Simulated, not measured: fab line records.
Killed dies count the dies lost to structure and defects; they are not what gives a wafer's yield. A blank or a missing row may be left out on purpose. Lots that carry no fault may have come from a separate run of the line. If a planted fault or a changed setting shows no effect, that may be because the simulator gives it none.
Tool commonality check -- flow nand_harc -- Lots sampled 12, wafers sampled 36

## WHY THIS WAS OPENED
At NHARC_P_GATE_CD_MEAS_26 the reading cd_nm is flagged on 2 of 12 lots. Fault-free wafers read 120.1 nm, with a standard deviation of 0.56.
Rule: a lot gets a flag if all its wafers with a number sit over 4 standard deviations from that mean, or if no wafer of it has a number. The other lots count as sound.

lot,measured,on,"cd_nm (nm), wafer by wafer",flag
L810,day 5 01:41,cd_sem-01,119.7 120.0 120.0,
L811,day 5 12:02,cd_sem-03,120.4 119.7 120.4,
L812,day 6 02:02,cd_sem-01,119.7 120.9 120.2,
L813,day 6 02:20,cd_sem-02,119.5 120.0 119.5,
L816,day 7 05:59,cd_sem-03,120.3 119.1 119.9,
L817,day 7 20:38,cd_sem-02,119.4 118.8 119.9,
L820,day 9 12:45,cd_sem-01,120.9 119.9 119.9,
L821,day 9 18:59,cd_sem-03,120.5 120.4 120.3,
L823,day 10 11:37,cd_sem-03,120.6 119.3 120.1,
L830,day 13 13:05,cd_sem-01,136.4 137.1 136.3,FLAGGED
L831,day 13 13:43,cd_sem-01,136.3 137.3 137.5,FLAGGED
L833,day 14 12:34,cd_sem-03,121.0 119.9 118.8,
Average over the flagged lots: 136.8 nm; offset from the usual +16.7 nm, equal to +30 standard deviations.

## TOOL THAT RAN EACH LOT
The record holds 1 process step before the reading, out of a route of 1302 steps. Cell contents, in order: the tool; ch with the chambers the sampled wafers went through; the start.
lot,flag,NHARC_P_GATE_PEB_24
L810,,"litho_track-01 ch 0, day 5 01:37"
L811,,"litho_track-01 ch 0, day 5 11:58"
L812,,"litho_track-06 ch 0, day 6 01:58"
L813,,"litho_track-06 ch 0, day 6 02:16"
L816,,"litho_track-06 ch 0, day 7 05:53"
L817,,"litho_track-04 ch 0, day 7 20:33"
L820,,"litho_track-06 ch 0, day 9 12:40"
L821,,"litho_track-01 ch 0, day 9 18:55"
L823,,"litho_track-06 ch 0, day 10 11:32"
L830,FLAGGED,"litho_track-06 ch 0, day 13 13:00"
L831,FLAGGED,"litho_track-06 ch 0, day 13 13:38"
L833,,"litho_track-01 ch 0, day 14 12:29"
What these steps do:
- NHARC_P_GATE_PEB_24: peb time 65 s.
- NHARC_P_GATE_CD_MEAS_26: target cd 120 nm.

## FLAGGED OVER TOTAL, TOOL BY TOOL (the gauges that took the reading come last)
step,tool,lots run,flagged,share of the flagged lots,sound lots run after its first flagged lot
NHARC_P_GATE_PEB_24,litho_track-01,4,0,none,-
NHARC_P_GATE_PEB_24,litho_track-04,1,0,none,-
NHARC_P_GATE_PEB_24,litho_track-06,7,2,all,0
NHARC_P_GATE_CD_MEAS_26,cd_sem-01,5,2,all,0
NHARC_P_GATE_CD_MEAS_26,cd_sem-02,2,0,none,-
NHARC_P_GATE_CD_MEAS_26,cd_sem-03,5,0,none,-

## WHAT THE TABLE PERMITS
Every flagged lot went through 2 rows of the table: litho_track-06 at NHARC_P_GATE_PEB_24 and cd_sem-01 at NHARC_P_GATE_CD_MEAS_26.
- litho_track-06 at NHARC_P_GATE_PEB_24 ran 7 lots, 2 of them flagged. Last sound lot L823 at day 10 11:32, first flagged lot L830 at day 13 13:00; a fault beginning in between fits. Its own readings (heater_power_total_W, plate_temp_C) fall more than 4 standard deviations out on all wafers of the flagged lots.
- cd_sem-01 at NHARC_P_GATE_CD_MEAS_26 ran 5 lots, 2 of them flagged. Last sound lot L820 at day 9 12:45, first flagged lot L830 at day 13 13:05; a fault beginning in between fits.
These 2 tools cannot be told apart by counting lots, since each of them fits a fault that started at some hour. More lots, or a look at what each step does to the wafer, might.

## WHAT THE SIMULATOR HAD PUT IN
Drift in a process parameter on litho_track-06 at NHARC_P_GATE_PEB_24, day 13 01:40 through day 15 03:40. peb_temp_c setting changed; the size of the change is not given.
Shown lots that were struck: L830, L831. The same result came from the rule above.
